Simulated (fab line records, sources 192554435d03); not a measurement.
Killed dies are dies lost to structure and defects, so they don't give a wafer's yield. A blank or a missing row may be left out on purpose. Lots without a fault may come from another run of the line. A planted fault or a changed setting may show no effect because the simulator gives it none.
fab line records | flow n5_finfet
record lots=7 wafers=18 last_day=17
route steps=1938 shown BEOL_M6@1203 PASSIVATION@1936
lots that met no fault: from a run of the same line without faults
start_h: hours from the record's first day to the start of the lot's first wafer shown | wait_h: hours since the lot's step before | " the same as in the row above | L1.1+2: a row that stands for several wafers | - no value, or no start given | * or withheld: withheld | < > ~ a bound
route shown NAME@n: a module of which the file shows steps, and the number in the route of the first | usual: mean/standard deviation of fault-free wafers | same: alike in all rows | chamber/n: place in a boat | sites: the reading at each site | _std_site: their standard deviation | _edge_site: outer sites' mean less inner sites' | radius_mm: how far each site lies from the wafer's centre | mask NAME#n: copy n | behind: the tool/chamber that last shaped the wafer | hold: why the lot was held/for how many hours/how that ended | device: the transistor (n, p or np) that didn't switch | end of line: the same wafers' tests at the end of the route | a step without rows: its recipe alone | killed: dies lost to structure and defects at the first sort, not the wafer's yield | map: a wafer's dies, x killed, . not, _ none there
set.NAME: the setting as run; set.NAME@STEP: as run at that earlier step | model.NAME: the simulator's own value behind a step, which no gauge read
lots at some steps of the route; a table a step, a row a wafer
services: from which hour (start_h, from the record's first day; less than 0 if before it) a tool's chamber was out of use, for how many hours, and why
## steps
# step N5_BEOL_M6_SOFTBAKE_06
# recipe temp_c=110 time_s=60 resist=CAR-ArF
# step N5_BEOL_M6_EXPOSE_08
# recipe mask_id=M6 na=1.35 source_shape=dipole sigma_inner=0.817 sigma_outer=0.97 polarization=te dose_mj=68.25
# step N5_BEOL_M6_PEB_09
# recipe peb_temp_c=withheld peb_time_s=60 resist=CAR-ArF
# step N5_BEOL_M6_DEVELOP_10
# recipe develop_time_s=30 developer=TMAH resist=CAR-ArF rinse_liquid=diw dry=air_spin dev_temp_c=23
# step N5_BEOL_M6_CD_MEAS_11
# recipe target_cd_nm=38.5 landing_energy_ev=500 detector=se_inlens polarity=opening
# usual cd_nm=38.4/0.68
# columns lot.wafer tool chamber start_h wait_h cd_nm
L985.1 cd_sem-02 0 219.47 - 38.6
L985.4 " 0 " " 38.8
L985.6 " 0 " " 38.4
L992.1 cd_sem-03 0 247.41 - 38.8
L992.2 " 0 " " 38.2
L992.3 " 0 " " 37.4
L996.1 cd_sem-02 0 270.66 - 38.5
L996.4 " 0 " " 37.6
L996.5 " 0 " " 39.1
L995.1 cd_sem-02 0 273.50 - 38.2
L995.3 " 0 " " 38.2
L995.6 " 0 " " 38.1
L100.1 cd_sem-02 0 299.10 - 38.4
L100.6 " 0 " " 39.3
L102.1 cd_sem-01 0 300.89 - 38.7
L102.3 " 0 " " 38.2
L105.3 cd_sem-01 0 323.72 - 37.6
L105.6 " 0 " " 37.5
# step N5_BEOL_M6_OVL_MEAS_12
# recipe points_per_wafer=44
# usual M6_OVL=0.2/0.84
# columns lot.wafer tool chamber start_h wait_h M6_OVL[nm]
L985.1 overlay-01 0 219.50 0.0 0.9
L985.4 " 0 " " -0.5
L985.6 " 0 " " 0.2
L992.1 overlay-02 0 247.44 0.0 1.4
L992.2 " 0 " " 0.9
L992.3 " 0 " " 0.6
L996.1 overlay-02 0 270.69 0.0 0.7
L996.4 " 0 " " -0.6
L996.5 " 0 " " 0.3
L995.1 overlay-02 0 273.53 0.0 -0.5
L995.3 " 0 " " -0.7
L995.6 " 0 " " -0.2
L100.1 overlay-01 0 299.13 0.0 2.0
L100.6 " 0 " " -1.0
L102.1 overlay-02 0 300.92 0.0 0.3
L102.3 " 0 " " 1.6
L105.3 overlay-01 0 323.75 0.0 0.2
L105.6 " 0 " " 0.3
# step N5_BEOL_M6_INSPECT_13
# recipe mode=adi inspect_instrument=brightfield
# usual raw_defect_count=414/93
# columns lot.wafer tool chamber start_h wait_h raw_defect_count
L985.1 defect_inspect-02 - 219.53 0.0 336
L985.4 " - " " 479
L985.6 " - " " 465
L992.1 defect_inspect-01 - 247.47 0.0 261
L992.2 " - " " 250
L992.3 " - " " 414
L996.1 defect_inspect-01 - 270.71 0.0 416
L996.4 " - " " 521
L996.5 " - " " 497
L995.1 defect_inspect-02 - 273.55 0.0 388
L995.3 " - " " 230
L995.6 " - " " 363
L100.1 defect_inspect-01 - 299.15 0.0 282
L100.6 " - " " 347
L102.1 defect_inspect-01 - 300.95 0.0 371
L102.3 " - " " 346
L105.3 defect_inspect-01 - 323.78 0.0 287
L105.6 " - " " 432
# step N5_BEOL_M6_DESCUM_16
# recipe chemistry=O2 time_s=7.9 source_power_w=50 bias_power_w=20 pressure_mtorr=20 rf_frequency_hz=2.712e+07 temp_c=40 resist=CAR-ArF o2_flow_sccm=225
# usual drypump_motor_current_A=5.5/0.57 oes_product_au=0.81/0.085 rf_vpp_V=243.2/1.4 showerhead_plenum_p_Torr=2.11/0.07 throttle_valve_pct=20.35/0.19
# columns lot.wafer tool chamber start_h wait_h drypump_motor_current_A oes_product_au rf_hours_counter_h rf_vpp_V showerhead_plenum_p_Torr throttle_valve_pct
L985.1 rie_diel-02 3 219.71 0.2 6.4 0.70 225 240.9 2.07 20.60
L985.4 " 2 " " 4.7 0.77 136 245.9 2.19 20.15
L985.6 " 1 " " 5.3 0.73 - 242.6 2.09 20.36
L992.1 rie_diel-02 0 247.50 0.0 5.5 0.75 155 241.7 2.06 20.16
L992.2 " 1 " " 5.3 0.72 196 242.8 2.09 20.37
L992.3 " 3 " " 6.5 0.68 234 244.1 2.06 20.59
L996.1 rie_diel-05 1 270.74 0.0 5.4 0.96 12 242.5 2.09 20.34
L996.4 " 2 " " 6.5 0.85 62 245.7 2.20 20.28
L996.5 " 1 " " 5.4 0.96 - 241.9 2.09 20.36
L995.1 rie_diel-05 3 273.59 0.0 5.7 0.85 44 242.6 2.05 20.64
L995.3 " 1 " " 5.4 0.94 13 242.6 2.09 20.34
L995.6 " 1 " " 5.4 0.95 - 242.6 2.08 20.36
L100.1 rie_diel-05 0 299.19 0.0 5.5 0.75 148 241.3 2.01 20.33
L100.6 " 2 " " 6.5 0.84 - 245.6 2.20 20.32
L102.1 rie_diel-06 2 301.02 0.1 6.4 0.86 76 245.2 2.23 20.48
L102.3 " 1 " " 5.5 0.89 29 243.8 2.16 20.47
L105.3 rie_diel-05 1 323.83 0.1 5.4 0.90 33 242.1 2.08 20.37
L105.6 " 3 " " 5.7 0.83 - 243.1 2.04 20.66
# step N5_BEOL_M6_ETCH_61
# recipe chemistry=CF4 target=SiARC target_depth_a=455 mask_material=CAR-ArF time_s=75.8 ion_energy_ev=80 pressure_mtorr=40 source_w=545 bias_w=36 Ar_flow_sccm=100 cf4_flow_sccm=100 ends=cleared
# usual drypump_motor_current_A=5.5/0.56 etch_rf_on_time_s=76.0/2.2 oes_product_au=0.69/0.068 rf_vpp_V=184.4/1.2 showerhead_plenum_p_Torr=2.15/0.065 throttle_valve_pct=15.51/0.2
# columns lot.wafer tool chamber start_h wait_h drypump_motor_current_A etch_rf_on_time_s oes_product_au rf_hours_counter_h rf_vpp_V showerhead_plenum_p_Torr throttle_valve_pct
L985.1 rie_diel-02 3 219.75 0.0 6.5 76.5 0.59 225 184.9 2.12 15.85
L985.4 " 2 " " 4.7 78.0 0.65 136 185.1 2.22 15.34
L985.6 " 1 " " 5.3 76.1 0.63 - 185.7 2.16 15.71
L992.1 rie_diel-02 0 247.54 0.0 5.5 72.3 0.67 155 183.9 2.13 15.54
L992.2 " 1 " " 5.3 76.0 0.62 196 182.5 2.15 15.73
L992.3 " 3 " " 6.5 74.6 0.59 234 183.9 2.12 15.87
L996.1 rie_diel-05 1 270.78 0.0 5.4 73.3 0.81 12 182.0 2.11 15.27
L996.4 " 2 " " 6.4 80.0 0.70 62 186.3 2.27 15.53
L996.5 " 1 " " 5.4 73.0 0.82 - 184.8 2.11 15.25
L995.1 rie_diel-05 3 273.62 0.0 5.7 79.1 0.73 44 181.7 2.08 15.58
L995.3 " 1 " " 5.4 71.5 0.82 13 184.0 2.11 15.27
L995.6 " 1 " " 5.4 71.6 0.82 - 185.3 2.11 15.27
L100.1 rie_diel-05 0 299.22 0.0 5.5 78.5 0.64 148 182.8 2.06 15.57
L100.6 " 2 " " 6.5 80.0 0.69 - 185.7 2.27 15.53
L102.1 rie_diel-06 2 301.06 0.0 6.4 72.5 0.72 76 183.9 2.26 15.48
L102.3 " 1 " " 5.5 75.0 0.75 29 183.3 2.17 15.48
L105.3 rie_diel-05 1 323.87 0.0 5.4 73.9 0.77 33 182.7 2.10 15.30
L105.6 " 3 " " 5.7 79.5 0.71 - 183.2 2.07 15.62
# step N5_BEOL_M6_ETCH_62
# recipe chemistry=N2/H2 target=SOC target_depth_a=1100 overetch_a=220 mask_material=SiARC temp_c=40 time_s=165 ion_energy_ev=200 pressure_mtorr=30 source_w=840 bias_w=150 n2_flow_sccm=200 h2_flow_sccm=200
# usual drypump_motor_current_A=5.5/0.56 oes_product_au=0.68/0.064 rf_vpp_V=524.1/2.3 showerhead_plenum_p_Torr=2.55/0.076 throttle_valve_pct=17.67/0.27
# columns lot.wafer tool chamber start_h wait_h drypump_motor_current_A oes_product_au rf_hours_counter_h rf_vpp_V showerhead_plenum_p_Torr throttle_valve_pct
L985.1 rie_diel-02 3 219.80 0.0 6.5 0.59 225 522.5 2.52 17.97
L985.4 " 2 " " 4.7 0.66 136 527.1 2.63 17.34
L985.6 " 1 " " 5.3 0.63 - 522.2 2.53 17.72
L992.1 rie_diel-02 0 247.59 0.0 5.5 0.65 155 522.9 2.56 17.83
L992.2 " 1 " " 5.3 0.62 196 523.5 2.52 17.73
L992.3 " 3 " " 6.4 0.58 234 523.7 2.51 17.98
L996.1 rie_diel-05 1 270.84 0.0 5.4 0.79 12 522.4 2.49 17.49
L996.4 " 2 " " 6.4 0.72 62 527.1 2.69 17.73
L996.5 " 1 " " 5.4 0.79 - 523.9 2.49 17.48
L995.1 rie_diel-05 3 273.68 0.0 5.7 0.75 44 522.1 2.49 18.03
L995.3 " 1 " " 5.5 0.79 13 522.9 2.49 17.50
L995.6 " 1 " " 5.5 0.79 - 521.2 2.48 17.49
L100.1 rie_diel-05 0 299.28 0.0 5.5 0.65 148 521.4 2.46 17.91
L100.6 " 2 " " 6.5 0.70 - 527.9 2.68 17.74
L102.1 rie_diel-06 2 301.11 0.0 6.4 0.70 76 526.7 2.68 17.56
L102.3 " 1 " " 5.5 0.75 29 526.1 2.56 17.44
L105.3 rie_diel-05 1 323.92 0.0 5.4 0.76 33 522.6 2.48 17.53
L105.6 " 3 " " 5.7 0.71 - 521.5 2.48 18.05
# step N5_BEOL_M6_STRIP_68
# recipe chemistry=N2/H2 temp_c=40 n2_flow_sccm=200 h2_flow_sccm=200 rf_frequency_hz=6e+07
# step N5_BEOL_M6_STRIP_67
# recipe chemistry=CF4 resist=SiARC power_w=300 bias_power_w=75 pressure_mtorr=50 cf4_flow_sccm=150 rf_frequency_hz=6e+07
# usual drypump_motor_current_A=5.5/0.56 oes_product_au=0.81/0.075 rf_vpp_V=271.3/1.6 showerhead_plenum_p_Torr=1.81/0.053 throttle_valve_pct=13.50/0.21
# columns lot.wafer tool chamber start_h wait_h drypump_motor_current_A oes_product_au rf_hours_counter_h rf_vpp_V showerhead_plenum_p_Torr throttle_valve_pct
L985.1 rie_diel-02 3 219.95 0.0 6.5 0.69 225 270.3 1.78 13.91
L985.4 " 2 " " 4.7 0.78 136 272.4 1.86 13.35
L985.6 " 1 " " 5.3 0.74 - 269.1 1.81 13.69
L992.1 rie_diel-02 0 247.74 0.0 5.5 0.77 155 271.3 1.79 13.54
L992.2 " 1 " " 5.3 0.73 196 270.2 1.81 13.71
L992.3 " 3 " " 6.5 0.69 234 271.2 1.78 13.91
L996.1 rie_diel-05 1 270.98 0.0 5.4 0.93 12 270.6 1.77 13.19
L996.4 " 2 " " 6.5 0.84 62 272.5 1.91 13.47
L996.5 " 1 " " 5.4 0.94 - 269.3 1.77 13.22
L995.1 rie_diel-05 3 273.82 0.0 5.7 0.87 44 268.7 1.75 13.54
L995.3 " 1 " " 5.4 0.93 13 271.0 1.77 13.19
L995.6 " 1 " " 5.4 0.93 - 267.9 1.77 13.18
L100.1 rie_diel-05 0 299.42 0.0 5.5 0.76 148 269.9 1.74 13.59
L100.6 " 2 " " 6.5 0.83 - 273.6 1.90 13.50
L102.1 rie_diel-06 2 301.26 0.0 6.4 0.82 76 274.5 1.90 13.49
L102.3 " 1 " " 5.6 0.88 29 272.4 1.80 13.39
L105.3 rie_diel-05 1 324.07 0.0 5.4 0.88 33 270.7 1.76 13.23
L105.6 " 3 " " 5.7 0.84 - 272.2 1.74 13.60
# step N5_BEOL_M6_HM_OPEN_17
# recipe chemistry=Cl2/BCl3 target_depth_a=200 overetch_a=60 target=TiN mask_material=SOC ion_energy_ev=150 pressure_mtorr=10 icp_w=1000 bias_w=126 Cl2_flow_sccm=53.25 bcl3_flow_sccm=21.75 Ar_flow_sccm=25
# usual drypump_motor_current_A=5.6/0.45 he_backside_leak_sccm=3.46/0.18 oes_product_au=0.67/0.08 throttle_valve_pct=22.02/0.27
# columns lot.wafer tool chamber start_h wait_h drypump_motor_current_A he_backside_leak_sccm oes_product_au rf_hours_counter_h throttle_valve_pct model.SOC_of_BEOL_M6_COAT_59.thk_nm
L985.1 rie_metal-03 1 219.99 0.0 5.6 3.53 0.61 68 21.66 92.2
L985.4 " 0 " " 5.3 3.62 0.59 - 21.99 92
L985.6 " 0 " " 5.3 3.42 0.59 - 21.99 92.4
L992.1 rie_metal-03 1 247.78 0.0 5.6 3.38 0.61 71 21.69 92.4
L992.2 " 0 " " 5.3 3.70 0.58 75 22.02 92.4
L992.3 " 0 " " 5.3 3.87 0.59 - 22.00 92.2
L996.1 rie_metal-03 0 271.02 0.0 5.3 3.72 0.59 78 21.98 91.8
L996.4 " 0 " " 5.3 3.50 0.57 - 22.02 91.6
L996.5 " 1 " " 5.6 3.55 0.61 - 21.67 91.8
L995.1 rie_metal-02 0 273.86 0.0 5.6 3.29 0.67 36 22.54 91.6
L995.3 " 1 " " 6.5 3.02 0.79 - 21.96 92
L995.6 " 0 " " 5.6 3.39 0.68 - 22.53 91.8
L100.1 rie_metal-02 0 299.46 0.0 5.5 3.40 0.67 38 22.54 94
L100.6 " 1 " " 6.5 3.46 0.77 - 21.95 92.4
L102.1 rie_metal-02 0 301.31 0.0 5.6 3.48 0.67 38 22.54 93.4
L102.3 " 0 " " 5.6 3.47 0.68 - 22.52 93.2
L105.3 rie_metal-02 0 324.14 0.1 5.5 3.63 0.67 - 22.54 93.8
L105.6 " 0 " " 5.6 3.75 0.67 - 22.53 91.6
# step N5_BEOL_M6_STRIP_19
# recipe chemistry=O2 power_w=400 temp_c=40 pressure_mtorr=30 rf_frequency_hz=6e+07 bias_power_w=0 overash_fraction=0.2 o2_flow_sccm=225
# usual drypump_motor_current_A=5.7/0.54 oes_product_au=0.82/0.08 rf_vpp_V=3.7/0.58 showerhead_plenum_p_Torr=2.11/0.072 throttle_valve_pct=16.59/0.15
# columns lot.wafer tool chamber start_h wait_h drypump_motor_current_A oes_product_au rf_hours_counter_h rf_vpp_V showerhead_plenum_p_Torr throttle_valve_pct
L985.1 rie_diel-05 2 220.14 0.1 6.5 0.87 41 3.4 2.22 16.46
L985.4 " 2 " " 6.4 0.87 - 4.5 2.22 16.46
L985.6 " 0 " " 5.4 0.78 - 2.7 2.02 16.56
L992.1 rie_diel-05 2 247.89 0.1 6.5 0.86 53 3.5 2.21 16.48
L992.2 " 1 " " 5.4 1.00 3 4.0 2.09 16.48
L992.3 " 3 " " 5.7 0.88 34 3.4 2.05 16.76
L996.1 rie_diel-06 2 271.13 0.1 6.4 0.87 65 3.3 2.24 16.61
L996.4 " 0 " " 4.9 0.82 83 4.7 2.03 16.54
L996.5 " 2 " " 6.4 0.87 - 3.2 2.24 16.63
L995.1 rie_diel-06 3 273.98 0.1 5.7 0.91 33 4.1 2.08 16.42
L995.3 " 1 " " 5.5 0.91 19 3.0 2.16 16.69
L995.6 " 1 " " 5.5 0.90 - 2.8 2.16 16.69
L100.1 rie_diel-02 0 299.57 0.1 5.5 0.74 175 3.3 2.06 16.52
L100.6 " 1 " " 5.3 0.71 - 3.6 2.08 16.70
L102.1 rie_diel-05 3 301.42 0.1 5.7 0.85 54 3.8 2.05 16.81
L102.3 " 0 " " 5.4 0.76 149 3.6 2.01 16.57
L105.3 rie_diel-06 3 324.22 0.1 5.7 0.87 51 3.1 2.08 16.45
L105.6 " 0 " " 4.9 0.81 - 4.8 2.03 16.55
# step N5_PASSIVATION_PROBE_49
# usual defect_limited_yield=91.6/1.4 killed_at_M0_to_M3=32/9.5 killed_at_M4_up=13/6 killed_at_contacts=12/5.6 killed_at_front_end=39/11 killed_at_other=2.8/2.3 killed_dies=99/16 killed_open=65/12 killed_short=32/7.6 sort_bin_4_leakage=0.1/0.88 sort_bin_5_function=4.8/0.88 sort_bin_6_memory=3.2/0.65 sort_n_pass=1077/29 sort_yield_pct=91.2/2.5
# same gross_dies=1180 killed_at_back_side=0 sort_bin_8_speed[%]=0
# columns lot.wafer tool chamber start_h wait_h defect_limited_yield[%] killed_at_M0_to_M3 killed_at_M4_up killed_at_contacts killed_at_front_end killed_at_other killed_dies killed_open killed_short sort_bin_4_leakage[%] sort_bin_5_function[%] sort_bin_6_memory[%] sort_n_pass sort_yield_pct[%]
L992.1 prober-01 - 335.28 0.0 91.5 31 12 11 43 3 100 58 30 0 4.7 2.8 1080 91.5
L992.2 prober-01 - 335.33 0.1 90.9 35 13 20 39 0 107 66 36 0 5.3 3.3 1073 90.9
L992.3 prober-01 - 335.38 0.1 89.8 49 21 14 34 2 120 85 33 0 5.8 4.2 1060 89.8
L102.1 prober-02 - 391.32 0.0 90.5 26 20 7 53 6 112 64 32 0 4.8 3.1 1068 90.5
L105.3 prober-01 - 419.04 0.1 92.7 20 23 11 31 1 86 42 40 0 4.6 2.5 1094 92.7
# killed by level:class
L992.1 MOL_CONTACT_COAG:geometric_particle:open=10 BEOL_M0_SAQP:geometric_particle:short=10 FIN_SAQP:geometric_particle:short=9 HKMG_FIN:area_etch=9 STI_FIN_REVEAL:geometric_particle:open=8 BEOL_M0_SAQP:geometric_particle:open=8 FIN_SAQP:geometric_particle:open=6 BEOL_M1:geometric_particle:open=5
L992.2 MOL_CONTACT_COAG:geometric_particle:open=15 BEOL_M0_SAQP:geometric_particle:short=14 FIN_SAQP:geometric_particle:short=8 DUMMY_GATE:geometric_particle:open=7 BEOL_M0_SAQP:geometric_particle:open=7 FIN_SAQP:geometric_particle:open=6 STI_FIN_REVEAL:geometric_particle:open=5 MOL_CONTACT_COAG:geometric_particle:short=5
L992.3 MOL_CONTACT_COAG:geometric_particle:open=14 BEOL_M0_SAQP:geometric_particle:short=13 BEOL_M0_SAQP:geometric_particle:open=11 DUMMY_GATE:geometric_particle:open=8 BEOL_M4:geometric_particle:open=8 FIN_SAQP:geometric_particle:short=7 BEOL_M0:geometric_particle:open=7 BEOL_M2:geometric_particle:open=7
L102.1 HKMG_FIN:area_etch=15 FIN_SAQP:geometric_particle:open=9 BEOL_M4:geometric_particle:open=9 STI_FIN_REVEAL:geometric_particle:open=8 BEOL_M3:geometric_particle:open=7 MOL_CONTACT_COAG:geometric_particle:open=6 FIN_SAQP:geometric_particle:short=5 BEOL_M0_SAQP:geometric_particle:open=4
L105.3 FIN_SAQP:geometric_particle:short=10 MOL_CONTACT_COAG:geometric_particle:open=8 FIN_SAQP:geometric_particle:open=7 BEOL_M0_SAQP:geometric_particle:short=7 BEOL_M4:geometric_particle:open=6 BEOL_M5:geometric_particle:short=5 BEOL_M1:geometric_particle:open=4 GATE_CUT:geometric_particle:short=4
## services
# columns tool chamber start_h hours kind
rie_diel-05 - 198.73 14.6 pm
rie_metal-02 - 198.86 2.8 pm
rie_diel-06 1 206.72 - clean
rie_diel-06 1 206.72 - consumable_replace:focus_ring
rie_diel-06 1 206.72 22.6 scheduled_down
rie_diel-06 1 206.72 22.6 vent_cycle
rie_diel-05 1 216.85 - clean
rie_diel-05 1 216.85 - consumable_replace:focus_ring
rie_diel-05 0 231.06 1.6 repair
rie_diel-06 - 236.71 0.9 repair
rie_diel-06 0 252.51 12.0 repair
rie_diel-02 3 262.99 5.7 repair
rie_diel-02 - 271.93 0.3 repair
rie_metal-03 - 272.79 0.3 repair
rie_diel-05 0 291.72 5.4 repair
rie_diel-02 3 294.43 - clean
rie_diel-02 3 294.43 - consumable_replace:esc
rie_diel-02 3 294.43 - consumable_replace:focus_ring
rie_diel-02 3 294.43 26.6 scheduled_down
rie_diel-02 3 294.43 26.6 vent_cycle
rie_diel-06 0 295.00 3.9 repair
rie_metal-02 - 297.91 1.1 repair
rie_diel-06 2 319.55 5.6 repair
## key
first_sign none at tools or gauges
model_effect step=N5_BEOL_M6_HM_OPEN_17 value=SOC_of_BEOL_M6_COAT_59.thk_nm without=91.65 struck=93.6
met_at N5_BEOL_M6_HM_OPEN_17
struck_wafers L100.1,L102.1,L102.3,L105.3
baseline_loss step=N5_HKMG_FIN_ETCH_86 wafers=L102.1
onset_between 273.86 299.46
fault kind=process_parameter_drift tool=rie_metal-02 chamber=- onset_h=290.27 steps=N5_BEOL_M6_HM_OPEN_17 channel=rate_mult offset=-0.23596 shape=step end_h=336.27 scope=struck_wafers_only
# baseline_loss: these wafers lose ten dies or more at that step, a loss of the line's own and not of a fault; the sort's usual values leave them out
